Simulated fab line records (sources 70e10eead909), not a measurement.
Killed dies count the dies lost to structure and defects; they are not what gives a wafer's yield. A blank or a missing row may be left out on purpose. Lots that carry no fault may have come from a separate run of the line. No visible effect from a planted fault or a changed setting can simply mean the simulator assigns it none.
Comparing a struck lot with a sound one    flow nand-harc    15 out of 1302 route steps
Sound: the wafers L914.1, L914.3, L914.6. Struck: wafer L915.6. The cause is given at the end.
For every step that has rows: the tool of each side, followed by ch and its chambers, followed by its first start. Under that, the readings that differ: sound wafers    struck wafers    difference of the means    sigmas: that difference in standard deviations of wafers without a fault.
alike: words and numbers the same on both sides, and readings whose means are apart by under 2 such deviations; not compared: readings that were withheld, readings missing a value for some wafer, numbers with overlapping values and no deviation given by the record, and bounds like >300 which may hide the same value.
The two part at a step that has a row with sigmas, a row that says differs or no value, or rows on one side only. Non-overlapping numbers with no deviation appear without sigmas and do not part them. A reading that every wafer of one side lacks parts them only if that side has two wafers or more.

first, 1 step without rows for these wafers: NHARC_A_CONTACT_ETCH_137 (etches the open film in C4F8/O2/Ar, time 311 s, target depth 1912 nm).
NHARC_A_CONTACT_ETCH_138: etches the open film in C4F8/O2/Ar, time 311 s, target depth 1914 nm.
  sound on har-cap-etch-02 ch 0, day 26 05:59; struck on har-cap-etch-01 ch 1, day 26 07:32
  not compared: rf-hours-counter-h
NHARC_A_CONTACT_ETCH_139: etches the open film in C4F8/O2/Ar, time 195 s, target depth 840 nm.
  sound on har-cap-etch-02 ch 0, day 26 06:20; struck on har-cap-etch-01 ch 1, day 26 07:48
  not compared: rf-hours-counter-h
NHARC_A_CONTACT_ETCH_92: etches the open film in CH3F/O2, target depth 40 nm, time 85.7 s.
  sound on rie-diel-04 ch 1,3, day 26 06:59; struck on rie-diel-06 ch 3, day 26 08:11
  alike: drypump-motor-current-A, oes-product-au, rf-vpp-V, showerhead-plenum-p-Torr, throttle-valve-pct
  not compared: rf-hours-counter-h
NHARC_A_CONTACT_ETCH_98: etches the open film in C4F6/O2, target depth 20 nm, time 10 s.
  sound on rie-diel-04 ch 1,2,3; struck on rie-diel-06 ch 2
  alike: drypump-motor-current-A, oes-product-au, rf-vpp-V, showerhead-plenum-p-Torr, throttle-valve-pct
  not compared: rf-hours-counter-h
NHARC_A_CONTACT_CD_MEAS_15:
  sound on cd-sem-02 at day 26 07:13; struck on cd-sem-01 at day 26 08:22
  alike: cd-nm
then, 4 steps without rows for these wafers: NHARC_A_CONTACT_STRIP_107 (strips in N2/H2); NHARC_A_CONTACT_STRIP_108 (strips in CF4/CHF3); NHARC_A_CONTACT_STRIP_109 (strips in O2/COS); NHARC_A_CONTACT_ETCH_110 (etches the open film in CF4/O2, target depth 60 nm, overetch 6 nm, time 33 s).
NHARC_A_CONTACT_STRIP_26: strips in O2.
  sound on rie-diel-04 ch 0,3; struck on rie-diel-01 ch 3
  alike: drypump-motor-current-A, oes-product-au, rf-vpp-V, showerhead-plenum-p-Torr, throttle-valve-pct
  not compared: rf-hours-counter-h
then, 1 step without rows for these wafers: NHARC_A_CONTACT_STRIP_27 (strips in post etch residue remover, time 600 s).
NHARC_A_CONTACT_ALD_18: deposits TiN, target thk 3 nm, pulse time 1 s, ald cycles 150.
  sound on ald-metal-01 ch 2,3, day 26 08:10; struck on ald-metal-01 ch 0, day 26 12:46
reading     sound        struck  difference  sigmas
ald-cycles  150 150 150  69      -81         
  alike: heater-power-w, precursor-pulse-height-rel
then, 1 step without rows for these wafers: NHARC_A_CONTACT_CVD_19 (deposits W, target thk 300 nm, time 802 s).
-- the record jumps here: 2 days lie between the struck wafers' starts before and after (it left off in module A_CONTACT and takes up again in module END, whose first step shown is number 1302 of the route) --
NHARC_END_SORT_01:
  the record has rows for the struck wafers here (prober-02 ch 0, day 28 14:11) and none for the sound ones

## WHERE THEY PART
Only at NHARC_END_SORT_01, as far as this record shows.

WHY: what had been put in by the simulator
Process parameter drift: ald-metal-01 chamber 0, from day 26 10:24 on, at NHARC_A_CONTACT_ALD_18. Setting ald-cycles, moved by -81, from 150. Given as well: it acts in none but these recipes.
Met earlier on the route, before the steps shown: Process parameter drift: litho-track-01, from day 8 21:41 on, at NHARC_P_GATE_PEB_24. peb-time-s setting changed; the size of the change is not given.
